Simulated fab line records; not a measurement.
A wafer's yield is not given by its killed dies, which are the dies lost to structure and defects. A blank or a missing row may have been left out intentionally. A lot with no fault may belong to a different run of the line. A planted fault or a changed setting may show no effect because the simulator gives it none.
Chamber matching | flow n5_finfet | N5_BEOL_M0_SAQP_ALD_48 on ald_sin-01: 4 sister chambers
The step deposits SiO2, target thk 20 nm, pulse time 1 s, co reactant pulse time 1 s. 18 wafers are shown with their chamber, then 9 later ones without.

EACH WAFER AND ITS CHAMBER
wafer  | chamber | heater_power_w (W) | precursor_pulse_height_rel
L078.1 | 3       | 75                 | 1.011
L078.2 | 1       | 84                 | 1.033
L078.4 | 0       | 73                 | 0.982
L082.3 | 1       | 82                 | 0.988
L082.4 | 3       | 74                 | 1.021
L082.6 | 1       | 81                 | 1.029
L088.1 | 3       | 75                 | 1.015
L088.4 | 0       | 74                 | 0.985
L088.5 | 0       | 77                 | 1.010
L090.1 | 0       | 75                 | 0.995
L090.5 | 2       | 66                 | 1.012
L090.6 | 3       | 76                 | 0.977
L091.1 | 1       | 80                 | 0.995
L091.2 | 0       | 76                 | 0.964
L091.4 | 2       | 67                 | 1.003
L093.2 | 0       | 75                 | 0.975
L093.4 | 1       | 83                 | 1.010
L093.6 | 2       | 67                 | 1.015

SIGNATURES, as means of the wafers listed above
reading                    | chamber 0 | chamber 1 | chamber 2 | chamber 3 | scatter within a chamber
heater_power_w             | 75.00     | 82.00     | 66.67     | 75.00     | 1.27
precursor_pulse_height_rel | 0.98517   | 1.01100   | 1.01000   | 1.00600   | 0.0172
Rule: for a wafer and a chamber, the distance is found by dividing, reading by reading, the gap between the wafer's reading and the chamber's mean by the reading's scatter, squaring, summing and taking the root. If the next closest chamber is less than 2 further off than the closest, the wafer can't be placed; otherwise it belongs to the closest. The scatter is the square root of a quotient: the sum, over the shown wafers, of each reading's squared deviation from its chamber's mean, divided by wafers minus chambers.

WAFERS WITH NO CHAMBER GIVEN
wafer  | heater_power_w (W) | precursor_pulse_height_rel
L076.2 | 77                 | 1.006
L076.3 | 81                 | 0.978
L076.5 | 81                 | 0.993
L094.4 | 85                 | 0.981
L094.5 | 67                 | 0.993
L094.6 | 75                 | 1.021
L096.1 | 67                 | 1.001
L096.3 | 78                 | 1.027
L096.4 | 83                 | 1.013

WHICH CHAMBER EACH ONE RAN IN
wafer  | from the rows above          | in truth
L076.2 | can't be placed: 3 or 0      | 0
L076.3 | 1                            | 1
L076.5 | 1                            | 1
L094.4 | 1                            | 1
L094.5 | 2                            | 2
L094.6 | can't be placed: 3 or 0      | 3
L096.1 | 2                            | 2
L096.3 | can't be placed: 3 or 1 or 0 | 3
L096.4 | 1                            | 1
Correct placement for 6 of the 9. Can't be placed from these rows: 3 (the true chamber is among the candidates in 3). Number placed wrongly: 0.
